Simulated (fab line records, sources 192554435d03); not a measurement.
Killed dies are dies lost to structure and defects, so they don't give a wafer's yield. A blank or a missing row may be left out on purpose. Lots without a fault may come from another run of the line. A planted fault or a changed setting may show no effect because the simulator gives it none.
fab line records | flow n5_finfet | part 2 of 2: steps 5 to 6 of 6
record lots=24 wafers=72 last_day=18
route steps=1938 shown FIN_SAQP@140 FIN_CUT@175 SD_EPI_N@273 SD_EPI_P@312
lots that met no fault: from a run of the same line without faults
start_h: hours from the record's first day to the start of the lot's first wafer shown | wait_h: hours since the lot's step before | " the same as in the row above | L1.1+2: a row that stands for several wafers | - no value, or no start given | * or withheld: withheld | < > ~ a bound
route shown NAME@n: a module of which the file shows steps, and the number in the route of the first | usual: mean/standard deviation of fault-free wafers | same: alike in all rows | chamber/n: place in a boat | sites: the reading at each site | _std_site: their standard deviation | _edge_site: outer sites' mean less inner sites' | radius_mm: how far each site lies from the wafer's centre | mask NAME#n: copy n | behind: the tool/chamber that last shaped the wafer | hold: why the lot was held/for how many hours/how that ended | device: the transistor (n, p or np) that didn't switch | end of line: the same wafers' tests at the end of the route | a step without rows: its recipe alone | killed: dies lost to structure and defects at the first sort, not the wafer's yield | map: a wafer's dies, x killed, . not, _ none there
set.NAME: the setting as run; set.NAME@STEP: as run at that earlier step | model.NAME: the simulator's own value behind a step, which no gauge read
steps of the route over a sample of lots; a table a step, a row a wafer
services: from which hour (start_h, from the record's first day; less than 0 if before it) a tool's chamber was out of use, for how many hours, and why
## steps
# step N5_SD_EPI_P_ETCH_16
# recipe chemistry=CHF3/O2 target=SiO2 target_depth_a=50 mask_material=SOC pressure_mtorr=30 source_w=650 bias_w=170 Ar_flow_sccm=200 CHF3_flow_sccm=50 O2_flow_sccm=5 ion_energy_ev=200
# usual bias_w=170.0/0.5 drypump_motor_current_A=5.4/0.42 oes_product_au=0.77/0.084 rf_vpp_V=523/13 showerhead_plenum_p_Torr=2.39/0.075 throttle_valve_pct=19.0/0.31
# columns lot.wafer tool chamber start_h wait_h bias_w drypump_motor_current_A oes_product_au rf_hours_counter_h rf_vpp_V showerhead_plenum_p_Torr throttle_valve_pct
L074.1 rie_diel-06 0 53.63 0.1 169.7 5.3 0.93 17 530 2.36 19.0
L074.3 " 3 " " 169.6 5.3 0.78 123 510 2.33 19.2
L074.5 " 2 " " 170.4 4.8 0.68 - 517 2.50 19.1
L075.3 rie_diel-06 2 63.06 0.1 169.4 4.8 0.67 225 517 2.49 19.1
L075.4 " 1 " " 169.4 5.2 0.69 227 538 2.29 19.1
L075.6 " 3 " " 169.9 5.3 0.79 - 512 2.33 19.2
L076.1 rie_diel-02 1 66.80 0.1 170.3 5.9 0.89 37 502 2.35 18.5
L076.3 " 3 " " 169.3 5.1 0.80 103 535 2.36 19.4
L076.6 " 1 " " 169.7 5.9 0.89 - 505 2.35 18.5
L077.1 rie_diel-02 0 76.41 0.1 169.6 6.0 0.78 146 513 2.42 19.3
L077.3 " 2 " " 169.9 5.8 0.68 197 532 2.38 18.6
L077.5 " 3 " " 170.3 5.0 0.81 - 535 2.35 19.4
L078.2 rie_diel-04 3 82.74 0.1 170.4 5.3 0.73 181 531 2.52 18.8
L078.4 " 1 " " 170.8 6.5 0.81 81 557 2.41 18.5
L078.5 " 0 " " 169.9 5.6 0.70 - 512 2.37 19.3
L079.3 rie_diel-06 1 84.47 0.1 170.2 5.1 0.68 233 537 2.28 19.1
L079.4 " 2 " " 170.3 4.8 0.67 231 517 2.49 19.1
L079.6 " 0 " " 169.5 5.3 0.91 - 530 2.36 19.0
L080.1 rie_diel-04 1 90.63 0.1 170.0 6.5 0.81 83 558 2.41 18.5
L080.2 " 0 " " 170.6 5.5 0.70 225 511 2.37 19.3
L080.6 " 0 " " 170.6 5.6 0.70 - 510 2.37 19.2
L081.2 rie_diel-06 1 108.19 0.1 170.6 5.2 0.67 238 538 2.28 19.1
L081.4 " 0 " " 170.6 5.3 0.88 32 529 2.36 19.0
L081.5 " 0 " " 170.4 5.3 0.88 - 529 2.36 19.0
L082.2 rie_diel-06 1 110.24 0.1 169.6 5.1 0.67 238 537 2.28 19.1
L082.4 " 0 " " 170.1 5.4 0.89 32 529 2.36 19.0
L082.6 " 1 " " 169.5 5.2 0.67 - 538 2.28 19.1
L083.2 rie_diel-04 3 112.40 0.1 171.0 5.3 0.72 188 529 2.51 18.8
L083.4 " 1 " " 170.7 6.5 0.81 88 556 2.41 18.4
L083.5 " 0 " " 169.8 5.5 0.69 - 511 2.37 19.3
L084.1 rie_diel-02 0 116.37 0.1 170.1 6.0 0.77 156 512 2.42 19.3
L084.3 " 2 " " 170.3 5.8 0.69 207 533 2.38 18.6
L084.4 " 1 " " 171.2 6.0 0.87 51 504 2.34 18.5
L085.3 rie_diel-02 2 127.98 0.1 169.8 5.8 0.68 210 534 2.38 18.6
L085.5 " 0 " " 169.7 6.0 0.77 - 513 2.41 19.3
L085.6 " 1 " " 170.3 5.9 0.87 - 503 2.34 18.5
L086.1 rie_diel-02 2 135.12 0.1 170.1 5.7 0.69 212 534 2.38 18.6
L086.2 " 3 " " 170.8 5.0 0.79 121 534 2.35 19.5
L086.5 " 2 " " 170.0 5.8 0.68 - 533 2.38 18.7
L087.2 rie_diel-06 1 139.70 0.1 170.5 5.1 0.66 250 537 2.28 19.1
L087.4 " 2 " " 169.3 4.8 0.67 240 517 2.49 19.1
L087.6 " 3 " " 170.1 5.3 0.76 - 512 2.32 19.2
L088.2 rie_diel-02 2 142.87 0.1 170.6 5.8 0.68 215 532 2.38 18.6
L088.3 " 1 " " 170.1 5.9 0.86 58 502 2.34 18.5
L088.5 " 2 " " 170.3 5.8 0.68 - 533 2.38 18.6
L089.2 rie_diel-02 0 148.66 0.1 169.2 6.0 0.76 165 511 2.41 19.3
L089.4 " 3 " " 169.1 5.1 0.78 125 534 2.35 19.5
L089.6 " 3 " " 169.3 5.1 0.79 - 536 2.35 19.5
L090.1 rie_diel-06 2 153.33 0.1 170.1 4.8 0.66 246 518 2.49 19.1
L090.5 " 2 " " 169.9 4.8 0.66 - 517 2.49 19.1
L090.6 " 3 " " 170.1 5.3 0.75 - 511 2.32 19.2
L091.2 rie_diel-02 2 157.23 0.1 170.3 5.7 0.67 219 533 2.37 18.7
L091.4 " 3 " " 170.8 5.1 0.78 127 535 2.35 19.5
L091.6 " 0 " " 169.8 6.0 0.75 - 512 2.41 19.3
L092.2 rie_diel-06 2 163.56 0.1 170.2 4.8 0.66 250 518 2.49 19.1
L092.5 " 3 " " 170.3 5.3 0.75 - 512 2.31 19.2
L092.6 " 0 " " 169.4 5.4 0.85 - 529 2.35 19.0
L093.3 rie_diel-06 1 170.12 0.1 170.5 5.1 0.96 - 546 2.57 18.6
L093.4 " 3 " " 170.8 5.3 0.74 - 512 2.31 19.2
L093.5 " 1 " " 169.9 5.1 0.96 - 546 2.57 18.6
L094.4 rie_diel-04 3 175.27 0.1 169.8 5.3 0.70 208 531 2.51 18.9
L094.5 " 0 " " 169.3 5.6 0.70 - 510 2.36 19.3
L094.6 " 3 " " 169.9 5.3 0.70 - 530 2.51 18.9
L095.1 rie_diel-06 1 181.62 0.1 171.1 5.2 0.94 10 546 2.56 18.6
L095.5 " 0 " " 170.6 5.3 0.85 - 529 2.35 19.0
L095.6 " 1 " " 170.4 5.2 0.95 - 547 2.56 18.7
L096.1 rie_diel-02 2 191.64 0.1 169.7 5.7 0.66 229 534 2.37 18.7
L096.2 " 1 " " 170.1 5.9 0.84 71 502 2.33 18.5
L096.3 " 0 " " 170.7 6.0 0.75 178 513 2.41 19.3
L097.1 rie_diel-06 2 196.26 0.1 170.3 4.8 0.94 5 517 2.48 18.6
L097.4 " 2 " " 170.5 4.8 0.93 - 519 2.48 18.6
L097.5 " 3 " " 169.6 5.3 0.73 - 511 2.31 19.2
# step N5_SD_EPI_P_SD_RECESS_17
# recipe chemistry=HBr/Cl2/O2 target_depth_a=391 bt_time_s=3 pressure_mtorr=10 icp_w=800 bias_w=112 HBr_flow_sccm=150 Cl2_flow_sccm=80 O2_flow_sccm=12
# usual bias_w=112.0/0.34 drypump_motor_current_A=5.6/0.41 oes_product_au=0.999/0.012 throttle_valve_pct=37.2/0.35
# same bt_time_s=3
# columns lot.wafer tool chamber start_h wait_h bias_w drypump_motor_current_A oes_product_au rf_hours_counter_h throttle_valve_pct
L074.1 rie_si-04 2 53.71 0.0 111.9 5.1 1.011 125 37.2
L074.3 " 0 " " 112.1 5.9 0.995 146 38.0
L074.5 " 3 " " 111.9 6.1 1.006 - 37.1
L075.3 rie_si-01 0 63.13 0.0 112.1 5.5 0.979 28 37.1
L075.4 " 2 " " 111.9 5.8 1.013 75 37.0
L075.6 " 1 " " 111.9 5.2 1.009 - 37.8
L076.1 rie_si-01 3 66.87 0.0 112.5 5.1 0.992 169 37.2
L076.3 " 1 " " 112.0 5.2 1.013 60 37.8
L076.6 " 1 " " 112.2 5.2 1.013 - 37.8
L077.1 rie_si-04 2 76.48 0.0 111.6 5.1 1.003 126 37.2
L077.3 " 3 " " 111.6 6.1 1.001 134 37.1
L077.5 " 1 " " 112.2 5.5 1.021 - 37.1
L078.2 rie_si-01 2 82.81 0.0 112.0 5.9 1.010 75 37.1
L078.4 " 3 " " 111.7 5.1 0.989 169 37.2
L078.5 " 1 " " 112.4 5.2 1.003 - 37.8
L079.3 rie_si-06 3 84.54 0.0 112.0 6.8 0.990 25 36.9
L079.4 " 1 " " 112.0 5.7 0.998 138 36.7
L079.6 " 0 " " 111.8 5.8 0.998 - 37.4
L080.1 rie_si-06 1 90.71 0.0 112.0 5.7 1.011 138 36.7
L080.2 " 3 " " 111.3 6.7 0.997 25 36.9
L080.6 " 1 " " 111.9 5.6 1.010 - 36.7
L081.2 rie_si-06 0 108.26 0.0 111.4 5.8 0.999 116 37.4
L081.4 " 3 " " 111.6 6.7 0.990 25 36.9
L081.5 " 2 " " 111.5 5.7 0.988 - 36.9
L082.2 rie_si-04 1 110.31 0.0 112.3 5.5 1.015 67 37.1
L082.4 " 2 " " 112.1 5.1 1.012 126 37.2
L082.6 " 2 " " 112.0 5.1 1.010 - 37.2
L083.2 rie_si-06 0 112.47 0.0 112.1 5.8 1.011 116 37.5
L083.4 " 2 " " 111.9 5.7 0.982 5 36.9
L083.5 " 1 " " 111.9 5.6 1.011 - 36.7
L084.1 rie_si-04 1 116.44 0.0 112.2 5.5 1.005 67 37.1
L084.3 " 0 " " 112.4 5.9 0.989 148 38.0
L084.4 " 2 " " 111.8 5.1 1.002 126 37.2
L085.3 rie_si-01 2 128.05 0.0 111.5 5.8 1.011 76 37.0
L085.5 " 3 " " 111.6 5.1 0.993 - 37.2
L085.6 " 0 " " 111.1 5.5 0.984 - 37.1
L086.1 rie_si-01 3 135.19 0.0 112.0 5.1 0.988 170 37.2
L086.2 " 2 " " 111.9 5.8 1.012 77 37.1
L086.5 " 3 " " 112.3 5.1 0.996 - 37.2
L087.2 rie_si-04 3 139.77 0.0 112.4 6.1 0.998 135 37.1
L087.4 " 2 " " 111.9 5.1 1.005 126 37.2
L087.6 " 1 " " 112.0 5.5 1.018 - 37.1
L088.2 rie_si-06 2 142.94 0.0 112.3 5.8 0.990 6 36.9
L088.3 " 0 " " 111.6 5.8 1.005 117 37.5
L088.5 " 0 " " 111.9 5.8 1.005 - 37.5
L089.2 rie_si-04 3 148.73 0.0 111.7 6.1 0.999 135 37.1
L089.4 " 1 " " 112.3 5.5 1.014 68 37.1
L089.6 " 3 " " 111.8 6.1 1.003 - 37.1
L090.1 rie_si-06 2 153.40 0.0 111.9 5.8 0.985 6 36.9
L090.5 " 2 " " 112.0 5.7 0.985 - 36.9
L090.6 " 0 " " 112.1 5.8 0.994 - 37.4
L091.2 rie_si-01 1 157.30 0.0 112.6 5.2 1.003 61 37.8
L091.4 " 3 " " 112.2 5.1 0.988 170 37.2
L091.6 " 3 " " 112.1 5.1 0.990 - 37.2
L092.2 rie_si-01 1 163.63 0.0 112.2 5.2 1.010 61 37.8
L092.5 " 0 " " 112.6 5.5 0.982 - 37.1
L092.6 " 3 " " 111.4 5.1 0.996 - 37.2
L093.3 rie_si-04 1 170.20 0.0 112.2 5.5 1.010 68 37.1
L093.4 " 3 " " 112.6 6.1 1.004 135 37.1
L093.5 " 0 " " 111.7 5.9 0.989 - 38.0
L094.4 rie_si-04 3 175.34 0.0 111.8 6.1 1.004 135 37.1
L094.5 " 1 " " 112.0 5.5 1.014 - 37.1
L094.6 " 2 " " 111.9 5.1 0.999 - 37.2
L095.1 rie_si-06 3 181.69 0.0 112.0 6.7 0.996 26 36.9
L095.5 " 1 " " 111.6 5.6 1.005 - 36.7
L095.6 " 2 " " 112.4 5.7 0.989 - 36.9
L096.1 rie_si-01 3 191.71 0.0 111.7 5.1 0.988 171 37.2
L096.2 " 2 " " 112.1 5.9 1.010 77 37.0
L096.3 " 0 " " 111.0 5.5 0.979 31 37.1
L097.1 rie_si-01 2 196.33 0.0 111.9 5.8 1.005 78 37.1
L097.4 " 3 " " 112.1 5.1 0.995 171 37.2
L097.5 " 3 " " 111.6 5.1 0.989 - 37.2
## services
# columns tool chamber start_h hours kind
ald_sin-01 1 7.90 5.7 repair
rie_si-04 1 17.06 1.2 repair
rie_diel-03 2 17.48 1.4 repair
rie_si-02 - 17.58 0.6 repair
rie_diel-02 - 27.88 28.1 pm
rie_diel-03 - 33.78 0.2 repair
ald_sin-01 - 47.66 0.5 repair
rie_si-04 - 52.54 0.4 repair
rie_diel-03 1 52.70 4.1 repair
rie_diel-03 2 60.98 1.8 repair
vapor_etch-01 - 66.64 0.8 repair
ald_sin-01 - 85.30 14.0 pm
rie_diel-01 - 87.14 1.0 repair
rie_diel-02 3 87.44 2.6 repair
ald_sin-03 1 94.06 38.2 repair
rie_si-04 - 98.68 2.8 pm
vapor_etch-02 - 104.60 29.9 repair
rie_diel-06 2 112.41 19.7 repair
rie_diel-01 - 141.22 1.0 repair
ald_sin-03 2 160.21 7.0 repair
rie_si-02 1 168.57 6.2 repair
rie_diel-02 1 177.11 5.9 repair
rie_diel-06 1 184.00 81.3 repair
rie_diel-02 3 191.84 6.5 repair
